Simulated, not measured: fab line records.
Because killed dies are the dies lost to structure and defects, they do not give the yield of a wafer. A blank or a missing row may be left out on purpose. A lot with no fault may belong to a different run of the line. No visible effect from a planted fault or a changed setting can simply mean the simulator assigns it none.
fab line records	flow n5_finfet
[record] lots = 24	wafers = 72	last_day = 17
route steps=1938 shown BEOL_M5@1176 BEOL_M6@1195
lots that met no fault: taken from a fault-free run of the same line
start_h: hours from the record's opening day to when the first of the lot's shown wafers began	wait_h: hours from the lot's prior step to this one	" as in the row above	L1.1+2: a single row standing in for several wafers	- either no value or no given start	* or withheld: withheld	< > ~ a bound
route shown NAME@n: a module of which the file shows steps, and the number in the route of the first	usual: mean/standard deviation taken from wafers without a fault	same: alike in all rows	chamber/n: place in a boat	sites: per-site readings	_std_site: the values' standard deviation	_edge_site: outer sites' mean less inner sites'	radius_mm: for every site, how far away it sits from the centre of the wafer	mask NAME#n: copy n	behind: tool/chamber where the wafer was last shaped	hold: why the lot was held/for how many hours/how that ended	device: which transistor (n, p or np) failed to switch	end of line: the same wafers' tests at the end of the route	where a step has no rows: the recipe by itself	killed: dies lost to structure and defects at the first sort, not the wafer's yield	map: dies across one wafer; x = killed, . = not, _ = none there
set.NAME: the run value of the setting; set.NAME@STEP: its run value at that earlier step	model.NAME: the simulator's own value behind a step, which no gauge read
one table for each step of the route and one row for each wafer, over a sample of lots
services: a tool's chamber out of use, with start hour (start_h, from the record's first day; less than 0 if before it), hours out, and reason
[[steps]]
[step N5_BEOL_M5_ANNEAL_49]
[recipe] temp_c = 400	time_s = 1800	ambient = vacuum
[usual] heater_power_w = 818/93
lot.wafer	tool	chamber	start_h	wait_h	heater_power_w
L074.2	pvd_sputter-02	-	183.31	0.0	816
L074.5	"	-	"	"	802
L074.6	"	-	"	"	711
L076.1	pvd_sputter-02	-	187.85	0.0	852
L076.4	"	-	"	"	793
L076.6	"	-	"	"	811
L075.2	pvd_sputter-03	-	198.99	0.0	1012
L075.5	"	-	"	"	936
L075.6	"	-	"	"	837
L077.1	pvd_sputter-02	-	202.09	0.0	849
L077.4	"	-	"	"	804
L077.5	"	-	"	"	714
L078.1	pvd_sputter-01	-	205.76	0.0	910
L078.2	"	-	"	"	707
L078.3	"	-	"	"	728
L080.2	pvd_sputter-02	-	215.54	0.0	822
L080.4	"	-	"	"	715
L080.5	"	-	"	"	809
L079.2	pvd_sputter-01	-	216.06	0.0	925
L079.4	"	-	"	"	696
L079.6	"	-	"	"	715
L082.1	pvd_sputter-03	-	226.75	0.0	996
L082.4	"	-	"	"	823
L082.5	"	-	"	"	854
L083.1	pvd_sputter-01	-	232.73	0.0	706
L083.4	"	-	"	"	929
L083.5	"	-	"	"	708
L081.1	pvd_sputter-03	-	233.41	0.0	794
L081.4	"	-	"	"	999
L081.5	"	-	"	"	843
L084.1	pvd_sputter-02	-	236.87	0.0	819
L084.2	"	-	"	"	808
L084.5	"	-	"	"	792
L085.3	pvd_sputter-03	-	252.81	0.0	840
L085.4	"	-	"	"	984
L085.5	"	-	"	"	822
L087.1	pvd_sputter-02	-	264.02	0.0	770
L087.4	"	-	"	"	849
L087.6	"	-	"	"	794
L086.3	pvd_sputter-03	-	264.18	0.0	853
L086.4	"	-	"	"	922
L086.6	"	-	"	"	934
L088.1	pvd_sputter-01	-	272.19	0.0	699
L088.4	"	-	"	"	709
L088.5	"	-	"	"	737
L089.2	pvd_sputter-03	-	273.42	0.0	1006
L089.4	"	-	"	"	813
L089.6	"	-	"	"	951
L090.2	pvd_sputter-02	-	274.05	0.0	792
L090.3	"	-	"	"	848
L090.6	"	-	"	"	806
L092.2	pvd_sputter-02	-	280.99	0.0	810
L092.4	"	-	"	"	864
L092.5	"	-	"	"	711
L091.1	pvd_sputter-01	-	281.17	0.0	902
L091.3	"	-	"	"	704
L091.6	"	-	"	"	701
L093.2	pvd_sputter-01	-	299.56	0.0	898
L093.3	"	-	"	"	704
L093.5	"	-	"	"	705
L095.1	pvd_sputter-02	-	303.44	0.0	860
L095.3	"	-	"	"	715
L095.6	"	-	"	"	721
L094.1	pvd_sputter-03	-	305.29	0.0	977
L094.4	"	-	"	"	920
L094.5	"	-	"	"	934
L096.2	pvd_sputter-01	-	307.40	0.0	933
L096.3	"	-	"	"	741
L096.5	"	-	"	"	732
L097.1	pvd_sputter-03	-	322.66	0.0	846
L097.2	"	-	"	"	1013
L097.3	"	-	"	"	801
[step N5_BEOL_M6_CURE_74]
[recipe] temp_c = 385	time_s = 240	ambient = He/Ar	material = SiCOH_lowk
[usual] lamp_power_pct = 52.31/0.056	wafer_temp_C_max = 387.3/0.68
lot.wafer	tool	chamber	start_h	wait_h	lamp_power_pct	wafer_temp_C_max
L074.2	uv_cure-01	2	189.12	0.1	52.37	386.6
L074.5	"	2	"	"	52.27	387.5
L074.6	"	2	"	"	52.30	386.8
L076.1	uv_cure-01	2	193.54	0.0	52.27	386.4
L076.4	"	2	"	"	52.34	386.6
L076.6	"	2	"	"	52.31	387.4
L075.2	uv_cure-02	0	204.71	0.1	52.33	386.7
L075.5	"	0	"	"	52.34	387.6
L075.6	"	0	"	"	52.26	387.4
L077.1	uv_cure-02	1	207.59	0.1	52.23	388.0
L077.4	"	1	"	"	52.28	388.5
L077.5	"	1	"	"	52.28	387.8
L078.1	uv_cure-01	1	211.21	0.0	52.33	387.7
L078.2	"	1	"	"	52.38	386.7
L078.3	"	1	"	"	52.31	387.3
L080.2	uv_cure-02	0	221.07	0.1	52.41	386.6
L080.4	"	0	"	"	52.31	387.3
L080.5	"	0	"	"	52.22	387.3
L079.2	uv_cure-03	2	221.62	0.1	52.32	386.7
L079.4	"	2	"	"	52.31	387.2
L079.6	"	2	"	"	52.28	387.1
L082.1	uv_cure-01	1	232.23	0.0	52.19	388.9
L082.4	"	1	"	"	52.44	387.5
L082.5	"	1	"	"	52.36	387.7
L083.1	uv_cure-01	2	238.18	0.0	52.27	387.0
L083.4	"	2	"	"	52.27	386.7
L083.5	"	2	"	"	52.42	387.3
L081.1	uv_cure-02	2	238.97	0.1	52.34	387.5
L081.4	"	2	"	"	52.35	388.9
L081.5	"	2	"	"	52.35	387.4
L084.1	uv_cure-02	1	242.35	0.0	52.34	387.6
L084.2	"	1	"	"	52.18	388.1
L084.5	"	1	"	"	52.34	387.9
L085.3	uv_cure-01	1	258.62	0.4	52.35	389.0
L085.4	"	1	"	"	52.21	387.9
L085.5	"	1	"	"	52.34	388.6
L087.1	uv_cure-03	2	269.63	0.0	52.28	387.4
L087.4	"	2	"	"	52.33	387.8
L087.6	"	2	"	"	52.31	387.9
L086.3	uv_cure-02	1	270.07	0.4	52.35	387.3
L086.4	"	1	"	"	52.22	387.6
L086.6	"	1	"	"	52.28	387.5
L088.1	uv_cure-03	0	277.75	0.2	52.33	385.8
L088.4	"	0	"	"	52.23	386.5
L088.5	"	0	"	"	52.37	386.2
L089.2	uv_cure-03	1	278.95	0.1	52.30	387.6
L089.4	"	1	"	"	52.38	387.0
L089.6	"	1	"	"	52.37	387.0
L090.2	uv_cure-03	0	279.79	0.1	52.35	387.1
L090.3	"	0	"	"	52.37	386.4
L090.6	"	0	"	"	52.28	386.5
L092.2	uv_cure-01	0	286.67	0.3	52.30	386.2
L092.4	"	0	"	"	52.34	385.8
L092.5	"	0	"	"	52.39	386.0
L091.1	uv_cure-03	0	286.77	0.2	52.26	386.6
L091.3	"	0	"	"	52.33	386.4
L091.6	"	0	"	"	52.29	386.7
L093.2	uv_cure-03	1	305.09	0.1	52.24	387.0
L093.3	"	1	"	"	52.21	386.7
L093.5	"	1	"	"	52.35	387.6
L095.1	uv_cure-01	1	308.89	0.0	52.33	386.8
L095.3	"	1	"	"	52.27	386.6
L095.6	"	1	"	"	52.32	388.3
L094.1	uv_cure-02	0	310.74	0.0	52.31	386.9
L094.4	"	0	"	"	52.35	387.8
L094.5	"	0	"	"	52.27	387.1
L096.2	uv_cure-03	2	313.22	0.1	52.38	387.1
L096.3	"	2	"	"	52.41	387.1
L096.5	"	2	"	"	52.39	387.8
L097.1	uv_cure-02	0	328.11	0.0	52.35	387.0
L097.2	"	0	"	"	52.27	387.7
L097.3	"	0	"	"	52.34	388.0
[step N5_BEOL_M6_OVL_MEAS_12]
[recipe] points_per_wafer = 44
[usual] M6_OVL = -0.1/0.7
lot.wafer	tool	chamber	start_h	wait_h	M6_OVL[nm]
L074.2	overlay-02	0	192.79	0.0	-0.2
L074.5	"	0	"	"	-1.0
L074.6	"	0	"	"	-0.4
L076.1	overlay-02	0	195.63	0.0	1.2
L076.4	"	0	"	"	0.6
L076.6	"	0	"	"	1.1
L075.2	overlay-02	0	208.55	0.0	-1.2
L075.5	"	0	"	"	-1.0
L075.6	"	0	"	"	-0.2
L077.1	overlay-02	0	209.25	0.0	1.0
L077.4	"	0	"	"	0.8
L077.5	"	0	"	"	0.0
L078.1	overlay-02	0	212.58	0.1	-0.4
L078.2	"	0	"	"	-1.1
L078.3	"	0	"	"	0.0
L080.2	overlay-02	0	223.03	0.0	0.8
L080.4	"	0	"	"	0.4
L080.5	"	0	"	"	-0.3
L079.2	overlay-02	0	223.07	0.0	-0.7
L079.4	"	0	"	"	1.0
L079.6	"	0	"	"	0.3
L082.1	overlay-02	0	233.76	0.0	-0.8
L082.4	"	0	"	"	-0.7
L082.5	"	0	"	"	-0.9
L083.1	overlay-02	0	239.82	0.0	-0.7
L083.4	"	0	"	"	0.4
L083.5	"	0	"	"	-0.9
L081.1	overlay-02	0	240.41	0.0	0.7
L081.4	"	0	"	"	-0.2
L081.5	"	0	"	"	-0.4
L084.1	overlay-02	0	244.24	0.0	-0.6
L084.2	"	0	"	"	0.1
L084.5	"	0	"	"	-0.4
L085.3	overlay-02	0	259.53	0.0	-0.1
L085.4	"	0	"	"	0.0
L085.5	"	0	"	"	-0.9
L087.1	overlay-02	0	271.98	0.0	0.3
L087.4	"	0	"	"	-0.5
L087.6	"	0	"	"	0.9
L086.3	overlay-02	0	272.13	0.0	-0.6
L086.4	"	0	"	"	-1.5
L086.6	"	0	"	"	-0.9
L088.1	overlay-02	0	279.69	0.0	-0.5
L088.4	"	0	"	"	-0.6
L088.5	"	0	"	"	0.1
L089.2	overlay-02	0	280.92	0.0	0.0
L089.4	"	0	"	"	-0.8
L089.6	"	0	"	"	0.3
L090.2	overlay-02	0	281.14	0.0	1.1
L090.3	"	0	"	"	0.4
L090.6	"	0	"	"	1.2
L092.2	overlay-01	0	288.14	0.0	0.1
L092.4	"	0	"	"	0.4
L092.5	"	0	"	"	1.0
L091.1	overlay-02	0	288.31	0.0	0.3
L091.3	"	0	"	"	-0.3
L091.6	"	0	"	"	-0.3
L093.2	overlay-02	0	308.41	0.0	0.9
L093.3	"	0	"	"	0.1
L093.5	"	0	"	"	-0.1
L095.1	overlay-01	0	310.46	0.0	0.0
L095.3	"	0	"	"	-0.1
L095.6	"	0	"	"	0.4
L094.1	overlay-01	0	314.17	0.0	-0.5
L094.4	"	0	"	"	-0.1
L094.5	"	0	"	"	0.2
L096.2	overlay-01	0	314.71	0.0	0.9
L096.3	"	0	"	"	0.7
L096.5	"	0	"	"	0.3
L097.1	overlay-02	0	329.31	0.0	0.5
L097.2	"	0	"	"	0.1
L097.3	"	0	"	"	-0.2
[step N5_BEOL_M6_CD_MEAS_28]
[recipe] target_cd_nm = 40	landing_energy_ev = 500	detector = se_inlens
[usual] cd_nm = 40.09/0.26
lot.wafer	tool	chamber	start_h	wait_h	cd_nm
L074.2	cd_sem-01	0	194.82	-	40.18
L074.5	"	0	"	"	39.83
L074.6	"	0	"	"	40.19
L076.1	cd_sem-01	0	197.11	-	40.41
L076.4	"	0	"	"	40.11
L076.6	"	0	"	"	40.32
L075.2	cd_sem-02	0	211.29	-	39.60
L075.5	"	0	"	"	39.89
L075.6	"	0	"	"	39.91
L077.1	cd_sem-02	0	211.46	-	40.56
L077.4	"	0	"	"	39.94
L077.5	"	0	"	"	40.53
L078.1	cd_sem-02	0	214.14	-	40.25
L078.2	"	0	"	"	39.94
L078.3	"	0	"	"	39.98
L080.2	cd_sem-02	0	224.13	-	39.97
L080.4	"	0	"	"	39.77
L080.5	"	0	"	"	39.86
L079.2	cd_sem-02	0	224.30	-	40.01
L079.4	"	0	"	"	40.41
L079.6	"	0	"	"	40.31
L082.1	cd_sem-02	0	235.09	-	39.84
L082.4	"	0	"	"	39.90
L082.5	"	0	"	"	39.68
L081.1	cd_sem-01	0	242.57	-	40.22
L081.4	"	0	"	"	40.39
L081.5	"	0	"	"	40.02
L083.1	cd_sem-02	0	243.05	-	39.49
L083.4	"	0	"	"	40.12
L083.5	"	0	"	"	40.03
L084.1	cd_sem-03	0	245.19	-	40.30
L084.2	"	0	"	"	40.26
L084.5	"	0	"	"	40.07
L085.3	cd_sem-03	0	261.65	-	39.90
L085.4	"	0	"	"	40.13
L085.5	"	0	"	"	40.32
L086.3	cd_sem-01	0	276.55	-	39.98
L086.4	"	0	"	"	40.57
L086.6	"	0	"	"	40.42
L087.1	cd_sem-03	0	276.72	-	40.39
L087.4	"	0	"	"	40.13
L087.6	"	0	"	"	40.51
L088.1	cd_sem-01	0	285.06	-	39.85
L088.4	"	0	"	"	39.74
L088.5	"	0	"	"	40.33
L089.2	cd_sem-03	0	285.23	-	40.15
L089.4	"	0	"	"	39.84
L089.6	"	0	"	"	40.38
L090.2	cd_sem-02	0	285.74	-	40.54
L090.3	"	0	"	"	40.21
L090.6	"	0	"	"	40.03
L091.1	cd_sem-02	0	290.21	-	40.39
L091.3	"	0	"	"	40.25
L091.6	"	0	"	"	39.78
L092.2	cd_sem-01	0	290.38	-	39.89
L092.4	"	0	"	"	40.02
L092.5	"	0	"	"	39.64
L093.2	cd_sem-03	0	309.76	-	39.97
L093.3	"	0	"	"	39.83
L093.5	"	0	"	"	39.62
L095.1	cd_sem-01	0	313.07	-	40.11
L095.3	"	0	"	"	40.34
L095.6	"	0	"	"	40.54
L096.2	cd_sem-02	0	316.49	-	39.86
L096.3	"	0	"	"	40.07
L096.5	"	0	"	"	40.42
L094.1	cd_sem-01	0	316.54	-	39.85
L094.4	"	0	"	"	39.69
L094.5	"	0	"	"	40.15
L097.1	cd_sem-02	0	330.34	-	40.00
L097.2	"	0	"	"	39.93
L097.3	"	0	"	"	40.33
[step N5_BEOL_M6_VIA_ETCH_34]
[recipe] chemistry = C4F6/O2	target = SiCOH_lowk	target_depth_a = 1263	mask_material = SOC	taper_deg = 4	time_s = 50.9	ion_energy_ev = 250	pressure_mtorr = 30	source_w = 345	bias_w = 185	Ar_flow_sccm = 300	C4F6_flow_sccm = 10	O2_flow_sccm = 10
[usual] chamber_pressure_mTorr = 30.00/0.03	drypump_motor_current_A = 5.6/0.42	oes_o_777_au = 0.80/0.094	oes_product_au = 0.80/0.091	rf_vpp_V = 656/15	showerhead_plenum_p_Torr = 2.80/0.065	throttle_valve_pct = 20.77/0.25
lot.wafer	tool	chamber	start_h	wait_h	chamber_pressure_mTorr	drypump_motor_current_A	oes_o_777_au	oes_product_au	rf_hours_counter_h	rf_vpp_V	showerhead_plenum_p_Torr	throttle_valve_pct
L074.2	rie_diel-03	3	195.47	0.0	29.96	5.4	0.71	0.68	237	653	2.78	21.19
L074.5	"	3	"	"	30.00	5.4	0.71	0.68	-	654	2.78	21.19
L074.6	"	0	"	"	30.05	6.4	0.71	0.71	-	642	2.84	21.07
L076.1	rie_diel-04	3	197.41	0.0	29.97	4.9	0.73	0.75	172	645	2.73	20.93
L076.4	"	1	"	"	30.00	5.4	0.89	0.89	33	663	2.76	20.69
L076.6	"	0	"	"	29.94	6.1	0.69	0.71	-	669	2.79	20.82
L075.2	rie_diel-01	1	211.86	0.0	30.04	5.8	0.81	0.84	72	650	2.90	20.51
L075.5	"	1	"	"	29.98	5.8	0.80	0.84	-	651	2.90	20.50
L075.6	"	2	"	"	30.00	5.9	0.92	0.91	-	649	2.83	20.82
L077.1	rie_diel-04	0	211.95	0.0	29.98	6.0	0.68	0.70	243	668	2.78	20.82
L077.4	"	2	"	"	30.03	5.5	0.80	0.81	69	664	2.76	20.51
L077.5	"	1	"	"	29.98	5.4	0.88	0.87	-	664	2.76	20.67
L078.1	rie_diel-04	1	214.45	0.0	30.05	5.4	0.88	0.89	40	663	2.76	20.69
L078.2	"	2	"	"	30.03	5.5	0.81	0.81	70	665	2.76	20.52
L078.3	"	0	"	"	30.00	6.1	0.68	0.70	244	670	2.78	20.81
L080.2	rie_diel-03	0	224.74	0.0	30.03	6.4	0.72	0.70	201	644	2.83	21.10
L080.4	"	1	"	"	29.92	5.1	0.91	0.89	26	627	2.90	20.80
L080.5	"	2	"	"	30.00	5.6	0.84	0.88	-	676	2.87	20.25
L079.2	rie_diel-04	2	225.04	0.0	30.04	5.5	0.80	0.81	74	665	2.76	20.53
L079.4	"	0	"	"	30.01	6.1	0.69	0.70	-	668	2.78	20.83
L079.6	"	1	"	"	30.04	5.4	0.88	0.87	-	662	2.76	20.68
L082.1	rie_diel-04	2	235.39	0.0	29.97	5.5	0.80	0.80	79	663	2.75	20.55
L082.4	"	1	"	"	29.97	5.4	0.87	0.86	-	663	2.75	20.70
L082.5	"	2	"	"	30.06	5.5	0.79	0.80	-	663	2.75	20.53
L081.1	rie_diel-03	0	242.87	0.0	30.01	6.4	0.71	0.70	207	642	2.83	21.10
L081.4	"	0	"	"	30.02	6.4	0.70	0.70	-	643	2.83	21.11
L081.5	"	2	"	"	30.03	5.6	0.84	0.87	-	676	2.86	20.27
L083.1	rie_diel-03	2	243.52	0.0	30.00	5.6	0.84	0.87	51	676	2.86	20.27
L083.4	"	2	"	"	30.01	5.6	0.84	0.88	-	676	2.86	20.26
L083.5	"	0	"	"	30.05	6.4	0.71	0.70	-	641	2.83	21.10
L084.1	rie_diel-04	0	245.49	0.0	30.03	6.1	0.68	0.71	257	669	2.78	20.85
L084.2	"	2	"	"	30.02	5.5	0.79	0.80	83	665	2.75	20.54
L084.5	"	1	"	"	30.00	5.4	0.87	0.85	-	664	2.75	20.71
L085.3	rie_diel-03	2	262.34	0.0	30.03	5.6	0.82	0.87	60	675	2.86	20.26
L085.4	"	0	"	"	29.99	6.4	0.70	0.70	-	642	2.83	21.13
L085.5	"	2	"	"	30.01	5.6	0.83	0.87	-	677	2.86	20.29
L086.3	rie_diel-03	1	277.01	0.0	30.06	5.1	0.87	0.84	46	626	2.89	20.83
L086.4	"	0	"	"	30.02	6.4	0.70	0.68	222	642	2.82	21.12
L086.6	"	1	"	"	29.98	5.1	0.87	0.84	-	627	2.89	20.83
L087.1	rie_diel-04	3	277.05	0.0	29.98	4.9	0.71	0.74	191	646	2.72	20.97
L087.4	"	1	"	"	30.02	5.4	0.84	0.84	-	662	2.75	20.71
L087.6	"	2	"	"	29.97	5.5	0.78	0.78	-	665	2.74	20.58
L088.1	rie_diel-01	2	285.73	0.0	30.02	5.9	0.87	0.87	43	648	2.82	20.86
L088.4	"	3	"	"	29.97	5.3	0.68	0.68	220	659	2.95	21.06
L088.5	"	3	"	"	29.97	5.3	0.68	0.67	-	659	2.95	21.06
L089.2	rie_diel-04	2	285.75	0.0	30.00	5.5	0.77	0.77	101	664	2.74	20.55
L089.4	"	3	"	"	30.01	4.9	0.71	0.73	194	646	2.72	20.98
L089.6	"	1	"	"	29.97	5.4	0.84	0.82	-	664	2.74	20.74
L090.2	rie_diel-03	2	286.04	0.0	29.99	5.7	0.81	0.84	67	675	2.86	20.29
L090.3	"	1	"	"	29.99	5.1	0.87	0.83	48	627	2.89	20.83
L090.6	"	2	"	"	29.98	5.7	0.81	0.84	-	675	2.86	20.29
L091.1	rie_diel-03	1	290.97	0.0	29.97	5.1	0.87	0.84	50	625	2.89	20.83
L091.3	"	3	"	"	30.02	5.4	0.97	0.94	12	654	2.77	20.86
L091.6	"	0	"	"	29.96	6.4	0.69	0.69	-	642	2.82	21.13
L092.2	rie_diel-04	2	290.98	0.0	30.00	5.5	0.77	0.77	104	663	2.74	20.57
L092.4	"	0	"	"	29.97	6.1	0.96	0.99	3	668	2.78	20.58
L092.5	"	1	"	"	29.99	5.4	0.84	0.82	-	663	2.74	20.72
L093.2	rie_diel-04	2	310.14	0.0	30.03	5.4	0.76	0.77	110	663	2.74	20.59
L093.3	"	3	"	"	30.01	5.0	0.71	0.73	203	643	2.72	20.98
L093.5	"	3	"	"	30.00	4.9	0.70	0.73	-	646	2.72	20.97
L095.1	rie_diel-03	2	313.38	0.0	30.01	5.6	0.80	0.84	77	677	2.85	20.32
L095.3	"	0	"	"	30.02	6.4	0.68	0.68	235	641	2.82	21.14
L095.6	"	0	"	"	30.01	6.4	0.68	0.69	-	642	2.82	21.14
L096.2	rie_diel-04	0	316.79	0.0	29.98	6.0	0.93	0.95	12	669	2.77	20.60
L096.3	"	3	"	"	29.96	4.9	0.70	0.72	205	644	2.71	20.98
L096.5	"	3	"	"	30.00	4.9	0.70	0.72	-	645	2.72	20.99
L094.1	rie_diel-01	2	317.10	0.0	29.99	5.9	0.85	0.85	57	648	2.81	20.86
L094.4	"	1	"	"	29.96	5.8	0.77	0.78	110	649	2.88	20.56
L094.5	"	3	"	"	29.98	5.3	0.67	0.67	-	659	2.94	21.09
L097.1	rie_diel-03	0	330.91	0.0	30.00	6.3	0.68	0.68	242	642	2.81	21.16
L097.2	"	3	"	"	30.02	5.4	0.94	0.91	26	653	2.77	20.87
L097.3	"	1	"	"	30.03	5.1	0.85	0.82	65	627	2.88	20.86
[step N5_BEOL_M6_DEGAS_44]
[recipe] ambient = vacuum	temp_c = 250	time_s = 60
[usual] heater_power_w = 336/39
lot.wafer	tool	chamber	start_h	wait_h	heater_power_w
L074.2	pvd_sputter-03	-	197.27	1.3	340
L074.5	"	-	"	"	399
L074.6	"	-	"	"	379
L076.1	pvd_sputter-03	-	198.27	0.4	379
L076.4	"	-	"	"	403
L076.6	"	-	"	"	407
L075.2	pvd_sputter-03	-	212.63	0.2	398
L075.5	"	-	"	"	408
L075.6	"	-	"	"	331
L077.1	pvd_sputter-01	-	214.55	2.1	284
L077.4	"	-	"	"	285
L077.5	"	-	"	"	302
L078.1	pvd_sputter-03	-	215.23	0.3	376
L078.2	"	-	"	"	331
L078.3	"	-	"	"	403
L080.2	pvd_sputter-03	-	225.97	0.5	409
L080.4	"	-	"	"	340
L080.5	"	-	"	"	415
L079.2	pvd_sputter-02	-	226.01	0.4	286
L079.4	"	-	"	"	315
L079.6	"	-	"	"	345
L082.1	pvd_sputter-02	-	236.41	0.5	342
L082.4	"	-	"	"	311
L082.5	"	-	"	"	330
L081.1	pvd_sputter-02	-	243.90	0.5	313
L081.4	"	-	"	"	345
L081.5	"	-	"	"	335
L083.1	pvd_sputter-03	-	244.34	0.3	409
L083.4	"	-	"	"	378
L083.5	"	-	"	"	397
L084.1	pvd_sputter-03	-	247.38	1.1	337
L084.2	"	-	"	"	337
L084.5	"	-	"	"	337
L085.3	pvd_sputter-03	-	263.34	0.4	321
L085.4	"	-	"	"	399
L085.5	"	-	"	"	334
L086.3	pvd_sputter-01	-	277.83	0.2	364
L086.4	"	-	"	"	288
L086.6	"	-	"	"	285
L087.1	pvd_sputter-01	-	277.91	0.4	300
L087.4	"	-	"	"	301
L087.6	"	-	"	"	288
L088.1	pvd_sputter-01	-	286.66	0.4	291
L088.4	"	-	"	"	374
L088.5	"	-	"	"	296
L089.2	pvd_sputter-01	-	286.74	0.4	285
L089.4	"	-	"	"	377
L089.6	"	-	"	"	302
L090.2	pvd_sputter-03	-	287.16	0.6	338
L090.3	"	-	"	"	331
L090.6	"	-	"	"	333
L091.1	pvd_sputter-03	-	291.95	0.5	326
L091.3	"	-	"	"	333
L091.6	"	-	"	"	339
L092.2	pvd_sputter-01	-	291.96	0.4	274
L092.4	"	-	"	"	364
L092.5	"	-	"	"	285
L093.2	pvd_sputter-03	-	310.90	0.2	325
L093.3	"	-	"	"	368
L093.5	"	-	"	"	405
L095.1	pvd_sputter-03	-	314.44	0.5	332
L095.3	"	-	"	"	365
L095.6	"	-	"	"	404
L096.2	pvd_sputter-02	-	317.69	0.2	321
L096.3	"	-	"	"	291
L096.5	"	-	"	"	318
L094.1	pvd_sputter-02	-	317.97	0.3	322
L094.4	"	-	"	"	291
L094.5	"	-	"	"	294
L097.1	pvd_sputter-01	-	331.69	0.3	299
L097.2	"	-	"	"	280
L097.3	"	-	"	"	372
[[services]]
tool	chamber	start_h	hours	kind
pvd_sputter-01	-	163.99	2.8	repair
uv_cure-01	-	168.34	2.1	pm
uv_cure-01	-	170.47	6.0	pm
uv_cure-03	-	182.21	2.1	pm
rie_diel-03	1	188.21	2.4	repair
rie_diel-01	1	202.82	3.8	repair
rie_diel-04	3	218.89	32.8	repair
uv_cure-01	-	219.95	0.9	repair
rie_diel-03	3	234.65	-	clean
rie_diel-03	3	234.65	-	consumable_replace:focus_ring
rie_diel-03	3	234.65	20.9	scheduled_down
rie_diel-03	3	234.65	20.9	vent_cycle
rie_diel-01	-	236.60	0.2	repair
uv_cure-01	-	244.78	7.5	pm
rie_diel-04	0	251.90	-	clean
rie_diel-04	0	251.90	-	consumable_replace:focus_ring
rie_diel-04	0	251.90	31.1	scheduled_down
rie_diel-04	0	251.90	31.1	vent_cycle
rie_diel-01	0	293.81	-	clean
rie_diel-01	0	293.81	-	consumable_replace:focus_ring
rie_diel-01	0	293.81	-	consumable_replace:showerhead
rie_diel-01	0	293.81	15.5	scheduled_down
rie_diel-01	0	293.81	15.5	vent_cycle
uv_cure-02	-	299.33	7.5	pm
[[key]]
fault none
